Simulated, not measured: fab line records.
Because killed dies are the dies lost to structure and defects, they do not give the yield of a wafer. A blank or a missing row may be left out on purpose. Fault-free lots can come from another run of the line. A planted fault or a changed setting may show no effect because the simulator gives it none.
fab line records	flow nand-harc
record: lots: 7	wafers: 20	last-day: 24
route steps=1159 shown A_SLIT@802 A_SIN_REMOVE@804 A_WL_FILL@809 END@1159
lots that met no fault: taken from a fault-free run of the same line
start-h: the number of hours between the record's first day and the start of the first shown wafer of the lot	wait-h: hours from the lot's prior step to this one	" unchanged from the row above	L1.1+2: one row covering several wafers at once	- no value, or no start given	* or withheld: withheld	< > ~ a bound
route shown NAME@n: NAME is a module with steps in the file, n the number in the route of the first one	usual: the fault-free wafers' mean and standard deviation	same: alike in all rows	chamber/n: place in a boat	sites: readings site by site	_std_site: the values' standard deviation	_edge_site: mean of outer sites minus mean of inner sites	radius-mm: how far each site lies from the wafer's centre	mask NAME#n: copy n	behind: the tool/chamber that last shaped the wafer	hold: why the lot went on hold/how many hours it stayed there/how the hold came to an end	device: which transistor (n, p or np) failed to switch	end of line: tests run on the same wafers once the route is complete	step lacking rows: just its recipe	killed: at the first sort, the dies lost to defects and structure; wafer yield is something else	map: shows each die of a wafer: x if killed, . if not, _ if none is there
set.NAME: the run value of the setting; set.NAME@STEP: its run value at that earlier step	model.NAME: the simulator's own value behind a step, which no gauge read
lots seen at some steps along the route; tables by step, rows by wafer
services: when a tool's chamber went out of use (start-h, in hours from the record's first day, below 0 if earlier), for how many hours, and the reason
== steps ==
step: NHARC_A_SLIT_SRD_20
step: NHARC_A_SLIT_CD_MEAS_21
usual: cd-nm: 289.5/0.71
lot.wafer	tool	chamber	start-h	wait-h	cd-nm
L816.1	cd-sem-01	-	375.26	0.1	289.4
L816.5	"	-	"	"	289.3
L816.6	"	-	"	"	290.1
L818.2	cd-sem-01	-	404.24	-	289.5
L818.3	"	-	"	"	290.2
L818.4	"	-	"	"	289.3
L821.1	cd-sem-03	-	417.62	-	288.6
L821.3	"	-	"	"	288.0
L821.6	"	-	"	"	288.1
L824.2	cd-sem-03	-	419.76	-	288.9
L824.4	"	-	"	"	289.1
L828.1	cd-sem-01	-	438.24	-	290.3
L828.2	"	-	"	"	290.2
L828.4	"	-	"	"	289.7
L829.4	cd-sem-02	-	439.28	-	289.1
L829.5	"	-	"	"	288.1
L829.6	"	-	"	"	288.3
L830.1	cd-sem-03	-	471.06	0.1	289.9
L830.4	"	-	"	"	290.4
L830.6	"	-	"	"	290.0
step: NHARC_A_SIN_REMOVE_WET_00
recipe: temp-c: 160	time-s: 15300	chemistry: H3PO4
step: NHARC_A_SIN_REMOVE_PRECLEAN_01
recipe: time-s: *	temp-c: 50	bath-age-min: 0	chemistry: SC1
step: NHARC_A_SIN_REMOVE_SRD_02
step: NHARC_A_SIN_REMOVE_INSPECT_04
usual: raw-defect-count: 298/88
lot.wafer	tool	chamber	start-h	wait-h	raw-defect-count
L816.1	defect-inspect-01	-	382.93	0.0	339
L816.5	"	-	"	"	335
L816.6	"	-	"	"	287
L818.2	defect-inspect-02	-	410.26	0.0	185
L818.3	"	-	"	"	165
L818.4	"	-	"	"	254
L821.1	defect-inspect-01	-	423.66	0.0	214
L821.3	"	-	"	"	417
L821.6	"	-	"	"	228
L824.2	defect-inspect-02	-	427.43	0.0	280
L824.4	"	-	"	"	253
L828.1	defect-inspect-01	-	445.28	0.0	363
L828.2	"	-	"	"	301
L828.4	"	-	"	"	321
L829.4	defect-inspect-01	-	445.30	0.0	717
L829.5	"	-	"	"	422
L829.6	"	-	"	"	391
L830.1	defect-inspect-01	-	478.80	0.0	197
L830.4	"	-	"	"	321
L830.6	"	-	"	"	194
step: NHARC_A_WL_FILL_ALD_00
recipe: target-thk-a: 30	pulse-time-s: 3	ald-cycles: 30	temp-c: 300	material: Al2O3
usual: heater-power-w: 446/40	precursor-pulse-height-rel: 1.001/0.022
lot.wafer	tool	chamber	start-h	wait-h	heater-power-w	precursor-pulse-height-rel
L816.1	ald-hk-02	3	382.99	0.1	445	1.005
L816.6	"	3	"	"	443	0.991
L816.5	"	0	"	"	392	0.994
L818.3	ald-hk-02	3	410.47	0.2	446	0.956
L818.2	"	0	"	"	379	1.009
L818.4	"	1	"	"	436	0.978
L821.3	ald-hk-02	3	426.42	2.8	446	1.003
L821.1	"	2	"	"	483	0.978
L821.6	"	0	"	"	376	0.977
L824.2	ald-hk-02	1	427.49	0.1	435	0.962
L824.4	"	3	"	"	445	0.982
L828.2	ald-hk-04	2	445.38	0.1	426	0.989
L828.4	"	3	"	"	447	0.982
L828.1	"	0	"	"	484	1.016
L829.4	ald-hk-04	0	445.70	0.4	488	0.996
L829.6	"	3	"	"	424	0.969
L829.5	"	0	"	"	498	1.005
L830.4	ald-hk-04	3	478.87	0.1	436	0.989
L830.1	"	2	"	"	430	1.038
L830.6	"	0	"	"	485	0.988
step: NHARC_A_WL_FILL_RTA_01
recipe: temp-c: 1000	time-s: 5
usual: lamp-power-pct: 32.9/1.5	wafer_temp_C_max: 1005.8/2.7
lot.wafer	tool	chamber	start-h	wait-h	lamp-power-pct	wafer_temp_C_max
L816.1	rtp-anneal-02	0	383.25	-	31.3	1003.9
L816.5	"	0	"	"	31.2	1002.5
L816.6	"	0	"	"	31.2	1002.5
L818.2	rtp-anneal-01	0	410.76	-	34.2	1008.2
L818.3	"	0	"	"	34.2	1007.8
L818.4	"	0	"	"	34.3	1007.4
L821.1	rtp-anneal-01	0	426.85	-	34.2	1006.1
L821.3	"	0	"	"	34.1	1008.2
L821.6	"	0	"	"	34.2	1009.8
L824.2	rtp-anneal-01	0	427.79	-	34.2	1006.0
L824.4	"	0	"	"	34.2	1009.5
L828.1	rtp-anneal-01	0	445.65	-	34.2	1007.9
L828.2	"	0	"	"	34.2	1008.7
L828.4	"	0	"	"	34.2	1005.8
L829.4	rtp-anneal-01	0	446.08	-	34.2	1008.9
L829.5	"	0	"	"	34.2	1011.8
L829.6	"	0	"	"	34.2	1005.5
L830.1	rtp-anneal-01	0	479.14	-	34.2	1008.5
L830.4	"	0	"	"	34.2	1007.6
L830.6	"	0	"	"	34.2	1008.4
step: NHARC_A_WL_FILL_ALD_02
recipe: target-thk-a: 20	pulse-time-s: 3	ald-cycles: 100	temp-c: 450	material: TiN
usual: heater-power-w: 1083/130	precursor-pulse-height-rel: 0.999/0.019
lot.wafer	tool	chamber	start-h	wait-h	heater-power-w	precursor-pulse-height-rel
L816.1	ald-metal-03	2	383.53	0.3	1283	0.998
L816.6	"	0	"	"	1105	1.028
L816.5	"	1	"	"	1092	0.995
L818.2	ald-metal-01	2	410.98	0.2	1035	0.983
L818.3	"	3	"	"	1192	1.030
L818.4	"	0	"	"	904	0.988
L821.3	ald-metal-02	3	427.07	0.1	1099	0.973
L821.1	"	0	"	"	1133	1.008
L821.6	"	1	"	"	1044	0.942
L824.4	ald-metal-03	2	428.02	0.1	1327	1.003
L824.2	"	3	"	"	883	1.004
L828.4	ald-metal-02	0	445.87	0.1	1129	0.970
L828.2	"	1	"	"	1039	0.977
L828.1	"	2	"	"	1179	0.988
L829.4	ald-metal-03	3	446.28	0.2	847	0.995
L829.6	"	1	"	"	1093	0.981
L829.5	"	2	"	"	1321	0.984
L830.4	ald-metal-01	3	479.36	0.1	1220	1.008
L830.1	"	1	"	"	931	0.997
L830.6	"	0	"	"	904	1.009
step: NHARC_A_WL_FILL_CVD_03
recipe: target-thk-a: 400	temp-c: 300	pressure-torr: 40	wf6-flow-sccm: 40	h2-flow-sccm: 1600	ar-flow-sccm: 1560	time-s: 3302	material: W
usual: heater-power-w: 458/45	mfc-ar-sccm: 1560/4.6	throttle-valve-pct: 8.0/0.36
lot.wafer	tool	chamber	start-h	wait-h	heater-power-w	mfc-ar-sccm	throttle-valve-pct
L816.1	cvd-w-01	1	389.93	6.1	459	1553	7.8
L816.6	"	1	391.85	8.0	453	1553	7.4
L816.5	"	0	"	"	441	1559	8.0
L818.2	cvd-w-02	0	414.43	3.1	412	1561	7.7
L818.4	"	1	"	"	525	1562	8.1
L818.3	"	0	"	"	391	1555	8.1
L821.1	cvd-w-02	0	428.05	0.5	394	1561	8.1
L821.3	"	0	"	"	393	1567	7.9
L821.6	"	1	"	"	521	1559	8.2
L824.2	cvd-w-01	0	430.48	2.1	442	1553	8.2
L824.4	"	1	431.88	3.5	467	1563	7.5
L828.1	cvd-w-01	0	446.47	0.2	444	1567	8.3
L828.2	"	1	"	"	458	1556	7.3
L828.4	"	0	"	"	441	1560	8.2
L829.4	cvd-w-01	1	450.72	4.1	445	1557	7.5
L829.5	"	0	"	"	440	1553	8.1
L829.6	"	1	"	"	453	1563	7.4
L830.1	cvd-w-02	0	480.26	0.5	399	1560	8.0
L830.4	"	1	"	"	522	1552	8.3
L830.6	"	1	"	"	515	1558	8.1
step: NHARC_A_WL_FILL_ETCHBACK_04
recipe: target-depth-a: 600	time-s: 120	chemistry: NF3
usual: drypump-motor-current-A: 5.90/0.18	oes-product-au: 0.999/0.0078	run-length-s: 141.3/0.45
lot.wafer	tool	chamber	start-h	wait-h	drypump-motor-current-A	oes-product-au	rf-hours-counter-h	run-length-s
L816.1	rie-metal-01	1	393.32	2.9	6.04	1.006	1.4	141.4
L816.5	"	0	"	"	5.72	0.996	-	140.4
L816.6	"	1	"	"	6.04	1.002	-	141.1
L818.2	rie-metal-01	1	417.37	2.5	6.04	1.004	-	141.7
L818.3	"	1	"	"	6.06	1.001	-	141.2
L818.4	"	1	"	"	6.05	0.998	-	141.4
L821.1	rie-metal-01	0	430.97	2.4	5.74	0.987	2.2	141.1
L821.3	"	0	"	"	5.73	0.982	-	132.6
L821.6	"	1	"	"	6.04	0.989	-	141.4
L824.2	rie-metal-01	1	433.76	2.8	6.07	1.002	2.8	141.1
L824.4	"	0	"	"	5.77	0.972	-	132.5
L828.2	rie-metal-01	1	449.79	2.4	6.04	1.000	3.4	141.3
L828.1	"	0	"	"	5.74	0.993	3.1	140.8
L828.4	"	0	"	"	5.74	0.989	-	132.6
L829.4	rie-metal-02	1	452.72	1.5	5.65	0.999	-	141.3
L829.5	"	0	"	"	5.96	1.000	-	141.7
L829.6	"	1	"	"	5.65	1.003	-	141.2
L830.1	rie-metal-02	0	483.08	2.4	5.92	1.000	3.2	141.4
L830.4	"	1	"	"	5.62	1.006	-	141.3
L830.6	"	0	"	"	5.94	1.004	-	141.1
step: NHARC_A_WL_FILL_ETCHBACK_05
recipe: target-depth-a: 220	time-s: 60	temp-c: 40	chemistry: Cl2/BCl3
usual: drypump-motor-current-A: 5.90/0.18	oes-product-au: 1.001/0.0072	run-length-s: 81.3/0.45
lot.wafer	tool	chamber	start-h	wait-h	drypump-motor-current-A	oes-product-au	rf-hours-counter-h	run-length-s
L816.1	rie-metal-01	0	393.54	0.2	5.75	1.010	1.5	80.9
L816.5	"	1	"	"	6.03	1.002	-	81.4
L816.6	"	0	"	"	5.76	1.000	-	80.6
L818.2	rie-metal-01	0	417.76	0.3	5.75	0.990	1.9	80.8
L818.4	"	1	"	"	6.05	1.002	-	81.5
L818.3	"	0	"	"	5.74	0.999	-	80.4
L821.1	rie-metal-01	1	431.28	0.3	6.06	1.001	2.7	81.8
L821.3	"	0	"	"	5.74	0.996	-	80.5
L821.6	"	0	"	"	5.73	0.986	-	80.4
L824.2	rie-metal-01	0	434.02	0.2	5.78	0.998	2.7	80.8
L824.4	"	0	"	"	5.75	1.001	-	80.5
L828.2	rie-metal-01	1	450.10	0.3	6.05	0.990	3.5	81.7
L828.1	"	0	"	"	5.75	0.993	3.2	80.7
L828.4	"	1	"	"	6.04	0.992	-	81.6
L829.4	rie-metal-02	1	452.90	0.1	5.64	1.002	-	81.2
L829.6	"	0	"	"	5.93	1.004	-	81.4
L829.5	"	1	"	"	5.64	1.013	-	81.4
L830.1	rie-metal-02	0	483.34	0.2	5.94	1.005	3.3	81.2
L830.4	"	1	"	"	5.66	1.009	-	81.4
L830.6	"	0	"	"	5.94	1.007	-	81.2
step: NHARC_END_SORT_01
recipe: temp-c: 25
usual: killed-at-array: 24/7.4	killed-at-other: 0.5/0.81	killed-at-periphery: 3.4/2.3	killed-dies: 28/8	killed-open: 3.4/1.8	killed-short: 2.0/1.4
same: gross-dies: 677
lot.wafer	tool	chamber	start-h	wait-h	killed-at-array	killed-at-other	killed-at-periphery	killed-dies	killed-open	killed-short
L816.1	prober-02	0	488.26	2.5	18	0	2	20	3	2
L816.5	prober-02	0	491.45	3.7	19	1	2	22	3	3
L816.6	prober-02	0	492.24	4.0	21	1	3	25	1	5
L818.2	prober-02	0	525.66	2.8	24	0	1	25	1	2
L818.3	prober-02	0	526.46	3.1	20	1	2	23	4	4
L818.4	prober-02	0	527.26	3.4	27	0	2	29	4	1
L824.2	prober-01	0	539.09	2.8	19	2	4	25	3	3
L824.4	prober-01	0	540.68	3.4	28	1	4	33	3	2
killed by level:class
L816.1 A_SLIT:chamber-film-flake=8 A_CHANNEL_HOLE_D1:chamber-film-flake=2 A_STAIRCASE:chamber-film-flake=2 A_CONTACT:chamber-film-flake=2 P_GATE:geometric-particle:open=1 A_CHANNEL_FILL_D1:geometric-particle:short=1 A_CONTACT:geometric-particle:open=1 A_CONTACT:geometric-particle:short=1
L816.5 A_SLIT:chamber-film-flake=7 A_STAIRCASE:chamber-film-flake=3 A_CHANNEL_HOLE_D1:chamber-film-flake=2 A_CONTACT:chamber-film-flake=2 P_CONTACT:geometric-particle:open=1 A_CHANNEL_FILL_D1:geometric-particle:short=1 A_WL_FILL:geometric-particle:short=1 A_CONTACT:geometric-particle:short=1
L816.6 A_SLIT:chamber-film-flake=9 A_CHANNEL_HOLE_D1:chamber-film-flake=5 A_M1:chamber-film-flake=3 P_GATE:geometric-particle:short=1 P_GATE:geometric-particle:open=1 A_CHANNEL_HOLE_D1:geometric-particle:short=1 A_CHANNEL_FILL_D1:geometric-particle:short=1 A_SGD_CUT:geometric-particle:short=1
L818.2 A_CHANNEL_HOLE_D1:chamber-film-flake=17 A_STAIRCASE:chamber-film-flake=2 A_CONTACT:chamber-film-flake=2 A_CHANNEL_HOLE_D1:geometric-particle:short=1 A_STAIRCASE:geometric-particle:short=1 A_BLC:geometric-particle:open=1 P_ZERO_WELL:chamber-film-flake=1
L818.3 A_CHANNEL_HOLE_D1:chamber-film-flake=6 A_STAIRCASE:chamber-film-flake=6 A_ONON_D1:geometric-particle:short=2 A_ONON_D1:geometric-particle:open=2 P_STI:geometric-particle:short=1 A_WL_FILL:geometric-particle:open=1 A_M0:geometric-particle:short=1 A_M0:geometric-particle:open=1
L818.4 A_CHANNEL_HOLE_D1:chamber-film-flake=17 A_STAIRCASE:chamber-film-flake=6 A_M0:geometric-particle:open=2 P_GATE:geometric-particle:short=1 P_M2:geometric-particle:open=1 A_CHANNEL_FILL_D1:geometric-particle:open=1 A_ZERO_WELL:chamber-film-flake=1
L824.2 A_CHANNEL_HOLE_D1:chamber-film-flake=10 A_CONTACT:chamber-film-flake=3 P_STI:chamber-film-flake=2 THIN_TSV:chamber-film-flake=2 P_M0:geometric-particle:short=1 P_CONTACT:geometric-particle:open=1 A_SOURCE_PLATE:geometric-particle:short=1 A_ONON_D1:geometric-particle:short=1
L824.4 A_CHANNEL_HOLE_D1:chamber-film-flake=20 A_CONTACT:chamber-film-flake=3 P_STI:chamber-film-flake=2 P_M0:geometric-particle:open=1 A_WL_FILL:geometric-particle:open=1 A_CONTACT:geometric-particle:short=1 A_M0:geometric-particle:open=1 STARTING-WAFER:geometric-particle:short=1
== services ==
tool	chamber	start-h	hours	kind
ald-metal-02	-	364.00	10.0	pm
cvd-w-02	-	380.93	13.0	pm
rie-metal-02	-	388.00	9.0	pm
rie-metal-02	0	388.00	9.0	vent-cycle
rie-metal-02	1	388.00	9.0	vent-cycle
ald-metal-03	0	389.25	2.4	repair
rie-metal-02	0	397.00	-	clean
rie-metal-02	1	397.00	-	clean
ald-metal-02	2	401.70	26.7	repair
cvd-w-01	0	404.49	2.8	repair
rie-metal-02	1	404.98	17.1	repair
rie-metal-01	0	412.54	4.8	repair
ald-hk-04	-	419.71	10.0	pm
ald-metal-01	-	458.00	10.0	pm
ald-hk-02	0	458.60	10.0	vent-cycle
ald-hk-02	1	458.60	10.0	vent-cycle
ald-metal-03	2	466.64	7.7	repair
ald-hk-02	0	468.60	-	clean
ald-hk-02	1	468.60	-	clean
ald-hk-02	2	468.60	-	clean
ald-hk-02	3	468.60	-	clean
cvd-w-01	-	474.92	13.0	pm
cvd-w-01	0	474.92	13.0	vent-cycle
cvd-w-01	1	474.92	15.8	vent-cycle
== key ==
first-sign: step: NHARC_A_WL_FILL_ETCHBACK_04	reading: run-length-s	direction: down	sigmas: 19	usual: *	struck: *
effect none on later readings
met-at NHARC_A_WL_FILL_ETCHBACK_04
struck-wafers L821.3,L824.4,L828.4
tester-left-out L821,L824,L828
onset-between 417.37 430.97
fault: kind: process-parameter-drift	tool: rie-metal-01	chamber: -	onset-h: 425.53	steps: NHARC_A_WL_FILL_ETCHBACK_04	channel: time-s	offset: *	shape: step	end-h: 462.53	scope: struck-wafers-only	acts-in: *	stated: *
tester-left-out: of these lots the tester's yield and bins aren't shown, on N5 and GAA mostly nor the transistor test; their killed dies are dies lost to structure and defects alone, not to doping, threshold or leakage, so they don't give the yield
